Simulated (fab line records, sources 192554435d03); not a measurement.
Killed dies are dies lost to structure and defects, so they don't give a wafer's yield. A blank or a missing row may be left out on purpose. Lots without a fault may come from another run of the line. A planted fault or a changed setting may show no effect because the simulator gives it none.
Which tool did it? | flow n5_finfet | 10 lots, 28 wafers sampled, at 6 steps of a route of 1938

WHAT THE GAUGES READ, wafer by wafer
N5_BEOL_M4_RC_MEAS_101. Usual: DIBL_N 36.0 mV/V, standard deviation 2.2; DIBL_P 36.2 mV/V, standard deviation 2.4; IOFF_N 0.16 nA/um, standard deviation 0.035; IOFF_P 0.21 nA/um, standard deviation 0.037; ION_N 672 uA/um, standard deviation 13; ION_P 461 uA/um, standard deviation 7; SS_N 71.4 mV/dec, standard deviation 0.69; SS_P 73.2 mV/dec, standard deviation 0.75; VT_N 250 mV, standard deviation 3.4; VT_P -251 mV, standard deviation 3.
lot  | measured     | on        | DIBL_N (mV/V)  | DIBL_P (mV/V)  | IOFF_N (nA/um) | IOFF_P (nA/um) | ION_N (uA/um) | ION_P (uA/um) | SS_N (mV/dec)  | SS_P (mV/dec)  | VT_N (mV)   | VT_P (mV)      | flag
L853 | day 9 13:01  | prober-01 | 33.9 35.4 35.7 | 34.2 35.7 36.5 | 0.12 0.16 0.17 | 0.17 0.19 0.21 | 659 677 694   | 451 457 467   | 71.3 71.1 70.8 | 73.7 73.4 73.6 | 252 250 246 | -257 -253 -252 |
L854 | day 9 15:42  | prober-02 | 33.4 30.8 33.7 | 33.8 32.2 34.7 | 0.13 0.10 0.14 | 0.17 0.16 0.19 | 678 659 679   | 460 462 465   | 70.8 70.2 70.8 | 72.1 72.1 72.4 | 252 257 249 | -251 -254 -253 |
L859 | day 10 19:05 | prober-01 | 35.2 32.3 35.6 | 34.8 32.9 36.0 | 0.14 0.11 0.14 | 0.18 0.16 0.19 | 665 655 667   | 455 454 461   | 71.1 70.3 71.0 | 72.2 71.8 72.8 | 253 254 251 | -255 -252 -254 |
L858 | day 10 20:53 | prober-02 | 37.0 36.6 34.1 | 39.5 38.0 35.2 | 0.18 0.17 0.13 | 0.26 0.23 0.19 | 667 674 660   | 465 460 463   | 72.0 71.6 71.6 | 74.1 74.1 72.9 | 252 248 254 | -250 -251 -254 |
L866 | day 12 06:52 | prober-01 | 37.0 35.4 37.6 | 37.3 34.3 37.9 | 0.17 0.15 0.19 | 0.23 0.19 0.25 | 671 675 684   | 464 463 467   | 72.0 71.1 72.0 | 73.7 72.8 73.7 | 249 248 248 | -248 -253 -249 |
L864 | day 12 09:06 | prober-02 | 31.8 35.7 34.3 | 33.3 37.8 35.4 | 0.11 0.16 0.15 | 0.16 0.22 0.19 | 651 663 670   | 452 458 457   | 70.9 72.4 71.0 | 73.1 73.2 73.0 | 254 248 251 | -254 -252 -253 |
L868 | day 13 11:36 | prober-02 | 35.1 35.3 35.8 | 36.3 35.5 37.0 | 0.15 0.15 0.16 | 0.22 0.19 0.23 | 664 677 677   | 461 457 463   | 71.1 70.9 71.8 | 73.1 73.1 73.0 | 248 251 250 | -250 -252 -248 |
L870 | day 13 14:39 | prober-01 | 36.3 32.1 32.0 | 34.9 30.5 30.6 | 0.13 0.09 0.09 | 0.19 0.14 0.14 | 659 651 647   | 452 450 452   | 71.5 69.7 69.8 | 73.4 72.0 71.9 | 252 258 259 | -250 -256 -254 |
L873 | day 14 03:54 | prober-01 | 33.5 36.5      | 32.5 36.5      | 0.11 0.16      | 0.14 0.19      | 662 684       | 454 460       | 70.8 71.9      | 72.1 73.1      | 252 253     | -257 -252      |
L875 | day 15 02:30 | prober-02 | 37.4 35.2      | 39.4 37.4      | 0.20 0.17      | 0.23 0.21      | 696 681       | 470 468       | 72.3 71.6      | 73.4 73.8      | 247 250     | -251 -251      |

N5_BEOL_M5_THK_MEAS_01. Usual: M5_ILD_THK 120.9 nm, standard deviation 1.7.
lot  | measured     | on            | M5_ILD_THK (nm)   | flag
L853 | day 9 14:33  | film_metro-01 | 118.8 119.4 121.2 |
L854 | day 9 17:14  | film_metro-01 | 121.6 123.5 121.8 |
L859 | day 10 20:38 | film_metro-01 | 118.8 121.0 120.8 |
L858 | day 10 22:17 | film_metro-01 | 119.4 122.4 122.9 |
L866 | day 12 08:24 | film_metro-01 | 119.8 120.0 123.4 |
L864 | day 12 10:20 | film_metro-01 | 121.1 120.6 122.0 |
L868 | day 13 13:51 | film_metro-01 | 120.2 117.5 121.4 |
L870 | day 13 16:11 | film_metro-01 | 120.4 122.8 122.7 |
L873 | day 14 05:26 | film_metro-01 | 57.4 122.8        | OFF
L875 | day 15 03:36 | film_metro-02 | 56.1 122.2        | OFF

WHICH TOOL RAN EACH LOT (tool, then ch and the chambers of the sampled wafers, then the start)
lot  | N5_BEOL_M4_ANNEAL_89         | N5_BEOL_M4_ANNEAL_91         | N5_BEOL_M4_DEP_57               | N5_BEOL_M5_ILD_DEP_00
L853 | pvd_sputter-03, day 9 10:26  | pvd_sputter-03, day 9 10:39  | pecvd-04 ch 0,1, day 9 12:54    | pecvd-04 ch 0,2, day 9 13:59
L854 | pvd_sputter-02, day 9 13:32  | pvd_sputter-02, day 9 13:45  | pecvd-03 ch 0,2, day 9 15:35    | pecvd-04 ch 1,2, day 9 16:40
L859 | pvd_sputter-03, day 10 17:04 | pvd_sputter-03, day 10 17:17 | pecvd-03 ch 0,1,2, day 10 18:58 | pecvd-01 ch 0,1,2, day 10 20:04
L858 | pvd_sputter-01, day 10 18:49 | pvd_sputter-01, day 10 19:02 | pecvd-03 ch 0,1, day 10 20:36   | pecvd-02 ch 0,1, day 10 21:41
L866 | pvd_sputter-01, day 12 04:58 | pvd_sputter-01, day 12 05:11 | pecvd-04 ch 0,1, day 12 06:45   | pecvd-04 ch 1,2, day 12 07:50
L864 | pvd_sputter-01, day 12 06:53 | pvd_sputter-01, day 12 07:07 | pecvd-04 ch 0,1,2, day 12 08:40 | pecvd-04 ch 0,1, day 12 09:46
L868 | pvd_sputter-02, day 13 09:32 | pvd_sputter-02, day 13 09:46 | pecvd-04 ch 0,1,2, day 13 11:20 | pecvd-02 ch 0,2, day 13 12:25
L870 | pvd_sputter-03, day 13 12:46 | pvd_sputter-03, day 13 12:59 | pecvd-03 ch 0,2, day 13 14:32   | pecvd-04 ch 0,2, day 13 15:37
L873 | pvd_sputter-03, day 14 02:00 | pvd_sputter-03, day 14 02:13 | pecvd-01 ch 1,2, day 14 03:47   | pecvd-02 ch 0,1, day 14 04:52
L875 | pvd_sputter-03, day 15 00:05 | pvd_sputter-03, day 15 00:18 | pecvd-04 ch 1,2, day 15 01:56   | pecvd-02 ch 0,2, day 15 03:01
- N5_BEOL_M4_ANNEAL_89: time 240 s.
- N5_BEOL_M4_ANNEAL_91: time 240 s.
- N5_BEOL_M4_DEP_57: deposits SiCN from 3MS/NH3, target thk 8 nm, time 14 s.
- N5_BEOL_M5_ILD_DEP_00: deposits SiCOH lowk from DEMS/porogen, target thk 140.64 nm, time 25.9 s.

WHAT THE TOOLS THEMSELVES READ (means of the sampled wafers that have a number; where no wafer has one, the mark that the record gives instead)
N5_BEOL_M4_ANNEAL_89. Usual: heater_power_w 843 W, standard deviation 56; susceptor_temp_C_max 400.9, standard deviation 0.38.
lot  | tool           | heater_power_w (W) | susceptor_temp_C_max | flag
L853 | pvd_sputter-03 | 837                | 401.1                |
L854 | pvd_sputter-02 | 860                | 401.0                |
L859 | pvd_sputter-03 | 868                | 401.1                |
L858 | pvd_sputter-01 | 813                | 400.9                |
L866 | pvd_sputter-01 | 820                | 401.4                |
L864 | pvd_sputter-01 | 822                | 401.0                |
L868 | pvd_sputter-02 | 828                | 400.8                |
L870 | pvd_sputter-03 | 881                | 401.0                |
L873 | pvd_sputter-03 | 872                | 401.2                |
L875 | pvd_sputter-03 | 916                | 401.2                |

N5_BEOL_M4_ANNEAL_91. Usual: heater_power_w 845 W, standard deviation 56; susceptor_temp_C_max 400.9, standard deviation 0.37.
lot  | tool           | heater_power_w (W) | susceptor_temp_C_max | flag
L853 | pvd_sputter-03 | 850                | 401.2                |
L854 | pvd_sputter-02 | 873                | 401.1                |
L859 | pvd_sputter-03 | 883                | 401.0                |
L858 | pvd_sputter-01 | 806                | 400.8                |
L866 | pvd_sputter-01 | 825                | 400.9                |
L864 | pvd_sputter-01 | 809                | 401.2                |
L868 | pvd_sputter-02 | 838                | 401.4                |
L870 | pvd_sputter-03 | 883                | 400.7                |
L873 | pvd_sputter-03 | 853                | 401.0                |
L875 | pvd_sputter-03 | 916                | 401.1                |

N5_BEOL_M4_DEP_57. Usual: rf_fwd_power_W 199.3 W, standard deviation 0.86; showerhead_plenum_p_Torr 3.672 Torr, standard deviation 0.015; throttle_valve_pct 9.1 %, standard deviation 0.79.
lot  | tool     | rf_fwd_power_W (W) | showerhead_plenum_p_Torr (Torr) | throttle_valve_pct (%) | flag
L853 | pecvd-04 | 198.8              | 3.653                           | 9.2                    |
L854 | pecvd-03 | 199.9              | 3.668                           | 9.9                    |
L859 | pecvd-03 | 200.0              | 3.679                           | 9.3                    |
L858 | pecvd-03 | 199.9              | 3.668                           | 10.5                   |
L866 | pecvd-04 | 198.7              | 3.659                           | 8.8                    |
L864 | pecvd-04 | 198.4              | 3.658                           | 9.0                    |
L868 | pecvd-04 | 198.6              | 3.664                           | 9.1                    |
L870 | pecvd-03 | 200.0              | 3.669                           | 10.1                   |
L873 | pecvd-01 | 199.8              | 3.675                           | 8.9                    |
L875 | pecvd-04 | 199.1              | 3.668                           | 9.1                    |

N5_BEOL_M5_ILD_DEP_00. Usual: heater_power_w 325 W, standard deviation 68; rf_fwd_power_W 493.7 W, standard deviation 1.9; showerhead_plenum_p_Torr 5.740 Torr, standard deviation 0.02; throttle_valve_pct 13.6 %, standard deviation 0.65.
lot  | tool     | heater_power_w (W) | rf_fwd_power_W (W) | showerhead_plenum_p_Torr (Torr) | throttle_valve_pct (%) | flag
L853 | pecvd-04 | 302                | 495.2              | 5.744                           | 13.1                   |
L854 | pecvd-04 | 279                | 493.0              | 5.736                           | 14.3                   |
L859 | pecvd-01 | 366                | 493.0              | 5.757                           | 13.3                   |
L858 | pecvd-02 | 341                | 493.3              | 5.732                           | 13.6                   |
L866 | pecvd-04 | 283                | 494.9              | 5.743                           | 14.2                   |
L864 | pecvd-04 | 253                | 490.7              | 5.731                           | 14.2                   |
L868 | pecvd-02 | 409                | 492.4              | 5.713                           | 13.3                   |
L870 | pecvd-04 | 309                | 495.6              | 5.754                           | 13.2                   |
L873 | pecvd-02 | 348                | 491.2              | 5.732                           | 13.6                   |
L875 | pecvd-02 | 400                | 494.5              | 5.704                           | 13.4                   |

THE ANSWER, worked out from the rows above alone
Rule: a lot is off if the mean of its wafers that have a number lies more than 3 standard deviations from the usual mean. A lot without any number at a reading at which 4 lots or more have one is off too. The other lots that the step has rows for count as sound. The gauges are gone through in route order, then the tools' own readings, and for those a lot's mean is taken as printed above. The first step at which some lot is off is used, and at that step the reading that is off furthest; a lot without a number counts as furthest.
Off: L873, L875, at N5_BEOL_M5_THK_MEAS_01 (M5_ILD_THK).
A tool fits if, at a process step before that reading, it ran every lot that is off, and no sound lot after the first of them. The gauges at N5_BEOL_M5_THK_MEAS_01 are tried like those tools. Can't be told from this: 2 tools fit, pvd_sputter-03 at N5_BEOL_M4_ANNEAL_89 and N5_BEOL_M4_ANNEAL_91, pecvd-02 at N5_BEOL_M5_ILD_DEP_00.

WHAT THE SIMULATOR HAD PUT IN
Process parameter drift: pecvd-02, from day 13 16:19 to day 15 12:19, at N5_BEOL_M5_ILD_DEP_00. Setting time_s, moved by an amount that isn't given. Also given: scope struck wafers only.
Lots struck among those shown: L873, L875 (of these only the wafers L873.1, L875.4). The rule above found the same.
